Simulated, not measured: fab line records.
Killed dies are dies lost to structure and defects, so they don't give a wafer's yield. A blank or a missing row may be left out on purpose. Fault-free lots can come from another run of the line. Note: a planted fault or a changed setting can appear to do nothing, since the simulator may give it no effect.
Struck lot and sound lot, side by side :: flow nand harc :: 16 out of 1302 route steps
Sound: the wafers L838.4, L838.5, L838.6. The struck wafers were L833.1, L833.2, L833.4. Last of all comes the cause.
Order at every step that has rows: each side's tool, ch and its chambers, its first start. Under that, the readings that differ: sound wafers :: struck wafers :: difference of the means :: sigmas: that difference in standard deviations of wafers without a fault.
alike: words and numbers the same on both sides, and readings whose means are apart by under 2 such deviations; not compared: readings that were withheld, readings missing a value for some wafer, numbers with overlapping values and no deviation given by the record, and bounds like >300 which may hide the same value.
A row with sigmas, a row that says differs or no value, or rows on one side alone: a step with any of these is where the two part. Numbers that don't overlap but have no deviation are shown without sigmas and don't part them. A reading that every wafer of one side lacks parts them only if that side has two wafers or more.

NHARC_P_START_INSPECT_01:
  sound on defect inspect-02, day 8 12:03; struck on defect inspect-01, day 6 10:02
  alike: raw defect count
then, 10 steps without rows for these wafers: NHARC_P_ZERO_WELL_PRECLEAN_00 (cleans in SPM, time 600 s); NHARC_P_ZERO_WELL_SRD_01; NHARC_P_ZERO_WELL_PECVD_02 (deposits SiO2, target thk 10 nm); NHARC_P_ZERO_WELL_DEHYDRATE_03 (time 120 s); NHARC_P_ZERO_WELL_HMDS_04 (time 30 s); NHARC_P_ZERO_WELL_COAT_64 (time 65 s); NHARC_P_ZERO_WELL_COAT_05 (resist thk 600 nm); NHARC_P_ZERO_WELL_SOFTBAKE_06 (time 70 s); NHARC_P_ZERO_WELL_EBR_07; NHARC_P_ZERO_WELL_EXPOSE_08 (exposes mask P ZERO, target cd 500 nm).
NHARC_P_ZERO_WELL_PEB_09: peb time 80 s.
  sound on litho track-03 ch 0, day 8 13:10; struck on litho track-05 ch 0, day 6 11:13
reading: heater power total W (W)
sound: 188.7 189.1 189.5
struck: 176.3 175.6 177.2
difference: -12.7
sigmas: -16

reading: plate temp C (C)
sound: 128.03 128.11 128.16
struck: 120.86 120.91 121.02
difference: -7.17
sigmas: -48
then, 1 step without rows for these wafers: NHARC_P_ZERO_WELL_DEVELOP_10 (time 50 s).
NHARC_P_ZERO_WELL_CD_MEAS_11 targets a cd of 500 nm.
  sound on cd sem-03 ch 0, day 8 13:16; struck on cd sem-02 ch 0, day 6 11:19
reading: cd nm (nm)
sound: 501.3 502.7 498.2
struck: 437.8 438.9 434.7
difference: -63.6
sigmas: -42
then, 1 step without rows for these wafers: NHARC_P_ZERO_WELL_HARDBAKE_12 (time 65 s).
-- record jumps: 23 days between struck wafers' starts before vs after; left off in module P_ZERO_WELL, resumes in module END, first step shown is number 1302 of the route --
NHARC_END_SORT_01:
  here the record holds rows for the struck wafers (prober-02 ch 0, day 28 23:42) but none for the sound ones

== WHERE THEY PART ==
First at NHARC_P_ZERO_WELL_PEB_09; last, within this record, at NHARC_END_SORT_01.

WHY: the cause the simulator had injected
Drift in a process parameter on litho track-05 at NHARC_P_ZERO_WELL_PEB_09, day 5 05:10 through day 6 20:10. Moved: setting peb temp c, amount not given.
